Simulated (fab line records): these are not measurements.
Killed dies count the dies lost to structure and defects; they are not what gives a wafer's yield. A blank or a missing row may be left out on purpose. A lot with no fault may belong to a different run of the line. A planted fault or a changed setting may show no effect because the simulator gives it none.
Split-lot study / flow n5Finfet / on a route of 1938 steps: 7 lots, 39 wafers read

== THE SPLIT ITSELF ==
At N5_SD_EPI_N_DEVELOP_08 (develop time 30 s), the setting developTimeS was moved away from the recipe's 30 s on 15 of the 39 wafers read, by -52.9% to +50.4%. For the rest of the wafers, this setting stayed at what the recipe calls for.

There is no step in the file separating the split from the reading.

== THE READING ==
cdNm (nm) at N5_SD_EPI_N_CD_MEAS_09, where the cd target is 120 nm. A value of 119.9 nm with a standard deviation of 0.54 nm is what fault-free wafers of this fab line usually give.

wafer=L081.1; tool, chamber at the split=lithoTrack-04, 0; developTimeS as run, s=25.06; against the recipe=-16.5%; cdNm, nm=118.5; against lot-mates on the recipe=-1.2
wafer=L081.2; tool, chamber at the split=lithoTrack-04, 0; developTimeS as run, s=30; against the recipe=recipe; cdNm, nm=120.1; against lot-mates on the recipe=-
wafer=L081.3; tool, chamber at the split=lithoTrack-04, 0; developTimeS as run, s=30; against the recipe=recipe; cdNm, nm=119.6; against lot-mates on the recipe=-
wafer=L081.4; tool, chamber at the split=lithoTrack-04, 0; developTimeS as run, s=25.06; against the recipe=-16.5%; cdNm, nm=118.7; against lot-mates on the recipe=-1.0
wafer=L081.5; tool, chamber at the split=lithoTrack-04, 0; developTimeS as run, s=30; against the recipe=recipe; cdNm, nm=119.5; against lot-mates on the recipe=-
wafer=L081.6; tool, chamber at the split=lithoTrack-04, 0; developTimeS as run, s=25.06; against the recipe=-16.5%; cdNm, nm=118.8; against lot-mates on the recipe=-0.9
wafer=L084.4; tool, chamber at the split=lithoTrack-02, 0; developTimeS as run, s=30; against the recipe=recipe; cdNm, nm=119.7; against lot-mates on the recipe=-
wafer=L084.5; tool, chamber at the split=lithoTrack-02, 0; developTimeS as run, s=30; against the recipe=recipe; cdNm, nm=120.1; against lot-mates on the recipe=-
wafer=L084.6; tool, chamber at the split=lithoTrack-02, 0; developTimeS as run, s=30; against the recipe=recipe; cdNm, nm=119.7; against lot-mates on the recipe=-
wafer=L085.1; tool, chamber at the split=lithoTrack-02, 0; developTimeS as run, s=14.13; against the recipe=-52.9%; cdNm, nm=115.4; against lot-mates on the recipe=-4.6
wafer=L085.2; tool, chamber at the split=lithoTrack-02, 0; developTimeS as run, s=14.13; against the recipe=-52.9%; cdNm, nm=115.9; against lot-mates on the recipe=-4.1
wafer=L085.3; tool, chamber at the split=lithoTrack-02, 0; developTimeS as run, s=30; against the recipe=recipe; cdNm, nm=120.4; against lot-mates on the recipe=-
wafer=L085.4; tool, chamber at the split=lithoTrack-02, 0; developTimeS as run, s=30; against the recipe=recipe; cdNm, nm=119.6; against lot-mates on the recipe=-
wafer=L085.5; tool, chamber at the split=lithoTrack-02, 0; developTimeS as run, s=14.13; against the recipe=-52.9%; cdNm, nm=116.5; against lot-mates on the recipe=-3.5
wafer=L085.6; tool, chamber at the split=lithoTrack-02, 0; developTimeS as run, s=30; against the recipe=recipe; cdNm, nm=120.1; against lot-mates on the recipe=-
wafer=L090.1; tool, chamber at the split=lithoTrack-04, 0; developTimeS as run, s=45.12; against the recipe=+50.4%; cdNm, nm=121.9; against lot-mates on the recipe=+2.5
wafer=L090.2; tool, chamber at the split=lithoTrack-04, 0; developTimeS as run, s=45.12; against the recipe=+50.4%; cdNm, nm=121.4; against lot-mates on the recipe=+2.0
wafer=L090.3; tool, chamber at the split=lithoTrack-04, 0; developTimeS as run, s=30; against the recipe=recipe; cdNm, nm=119.5; against lot-mates on the recipe=-
wafer=L090.4; tool, chamber at the split=lithoTrack-04, 0; developTimeS as run, s=45.12; against the recipe=+50.4%; cdNm, nm=121.3; against lot-mates on the recipe=+1.9
wafer=L090.5; tool, chamber at the split=lithoTrack-04, 0; developTimeS as run, s=30; against the recipe=recipe; cdNm, nm=119.5; against lot-mates on the recipe=-
wafer=L090.6; tool, chamber at the split=lithoTrack-04, 0; developTimeS as run, s=30; against the recipe=recipe; cdNm, nm=119.1; against lot-mates on the recipe=-
wafer=L091.1; tool, chamber at the split=lithoTrack-04, 0; developTimeS as run, s=20.97; against the recipe=-30.1%; cdNm, nm=117.4; against lot-mates on the recipe=-2.2
wafer=L091.2; tool, chamber at the split=lithoTrack-04, 0; developTimeS as run, s=30; against the recipe=recipe; cdNm, nm=119.4; against lot-mates on the recipe=-
wafer=L091.3; tool, chamber at the split=lithoTrack-04, 0; developTimeS as run, s=30; against the recipe=recipe; cdNm, nm=119.5; against lot-mates on the recipe=-
wafer=L091.4; tool, chamber at the split=lithoTrack-04, 0; developTimeS as run, s=30; against the recipe=recipe; cdNm, nm=120.0; against lot-mates on the recipe=-
wafer=L091.5; tool, chamber at the split=lithoTrack-04, 0; developTimeS as run, s=20.97; against the recipe=-30.1%; cdNm, nm=117.8; against lot-mates on the recipe=-1.8
wafer=L091.6; tool, chamber at the split=lithoTrack-04, 0; developTimeS as run, s=20.97; against the recipe=-30.1%; cdNm, nm=117.9; against lot-mates on the recipe=-1.7
wafer=L096.1; tool, chamber at the split=lithoTrack-03, 0; developTimeS as run, s=30; against the recipe=recipe; cdNm, nm=121.1; against lot-mates on the recipe=-
wafer=L096.2; tool, chamber at the split=lithoTrack-03, 0; developTimeS as run, s=30; against the recipe=recipe; cdNm, nm=119.5; against lot-mates on the recipe=-
wafer=L096.3; tool, chamber at the split=lithoTrack-03, 0; developTimeS as run, s=30; against the recipe=recipe; cdNm, nm=120.9; against lot-mates on the recipe=-
wafer=L096.4; tool, chamber at the split=lithoTrack-03, 0; developTimeS as run, s=30; against the recipe=recipe; cdNm, nm=120.8; against lot-mates on the recipe=-
wafer=L096.5; tool, chamber at the split=lithoTrack-03, 0; developTimeS as run, s=30; against the recipe=recipe; cdNm, nm=120.4; against lot-mates on the recipe=-
wafer=L096.6; tool, chamber at the split=lithoTrack-03, 0; developTimeS as run, s=30; against the recipe=recipe; cdNm, nm=120.7; against lot-mates on the recipe=-
wafer=L097.1; tool, chamber at the split=lithoTrack-04, 0; developTimeS as run, s=30; against the recipe=recipe; cdNm, nm=119.1; against lot-mates on the recipe=-
wafer=L097.2; tool, chamber at the split=lithoTrack-04, 0; developTimeS as run, s=14.13; against the recipe=-52.9%; cdNm, nm=115.4; against lot-mates on the recipe=-4.1
wafer=L097.3; tool, chamber at the split=lithoTrack-04, 0; developTimeS as run, s=14.13; against the recipe=-52.9%; cdNm, nm=115.1; against lot-mates on the recipe=-4.4
wafer=L097.4; tool, chamber at the split=lithoTrack-04, 0; developTimeS as run, s=30; against the recipe=recipe; cdNm, nm=119.8; against lot-mates on the recipe=-
wafer=L097.5; tool, chamber at the split=lithoTrack-04, 0; developTimeS as run, s=14.13; against the recipe=-52.9%; cdNm, nm=114.9; against lot-mates on the recipe=-4.6
wafer=L097.6; tool, chamber at the split=lithoTrack-04, 0; developTimeS as run, s=30; against the recipe=recipe; cdNm, nm=119.7; against lot-mates on the recipe=-

THE FIT
A straight line over all 39 wafers: cdNm changes by +0.0644 nm for each +1% of developTimeS; r = +0.92; the points scatter about the line by 0.72 nm.
The same after taking each lot's own level away (the mean of its wafers on the recipe; 39 wafers): +0.0659 nm for each +1%; r = +0.96; scatter 0.52 nm.
That fit puts the effect of the largest move of developTimeS on the reading at 3.5 nm.
Across the lots, their own levels run from 119.37 to 120.57 nm, a range of 2.2 times the standard deviation given above.
The two slopes agree, so the slope changes little with the lot-to-lot level.
Check: with one of the wafers moved furthest among these (-52.9%) left out of the fit, the line predicts -3.58 nm for it against its lot-mates. Against them it came out at -4.63 nm.

== ADDITIONAL SPLITS CARRIED BY THESE WAFERS ==
Other splits were also applied to these wafers ahead of the reading. Each is held against what the fit with the lots' levels taken away leaves over:
other split on the same wafers=N5_FIN_SAQP_SPACER2_ALD_28 targetThkA; wafers away from the commonest value=12; r with cdNm (lot level and that fit taken away)=-0.10

== THE WHOLE CHAIN: every reading that the file lists as answering this split, in the file's order ==
step=N5_SD_EPI_N_CD_MEAS_09; what it does=target cd 120 nm; reading=cdNm; change (the file's fit)=+0.068 nm for each +1% of the setting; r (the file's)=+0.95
step=N5_SD_EPI_N_DESCUM_14; what it does=chemistry O2, time 7.9 s; reading=SD_EPI_N.cdNm (the simulator's own value, which no gauge read); change (the file's fit)=+0.0682 nm for each +1% of the setting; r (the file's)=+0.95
step=N5_SD_EPI_N_ETCH_35; what it does=etches SOC in N2/H2, overetch 108 nm, time 486 s; reading=SD_EPI_N.cdNm (the simulator's own value, which no gauge read); change (the file's fit)=+0.0731 nm for each +1% of the setting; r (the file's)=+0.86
step=N5_SD_EPI_N_ETCH_45; what it does=etches SiOCN in CH3F/O2, target depth 6 nm; reading=SD_EPI_N.cdNm (the simulator's own value, which no gauge read); change (the file's fit)=+0.0724 nm for each +1% of the setting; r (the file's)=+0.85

== FILE'S OWN FIT ==
cdNm changes by +0.068 nm for each +1% of developTimeS, r = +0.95.
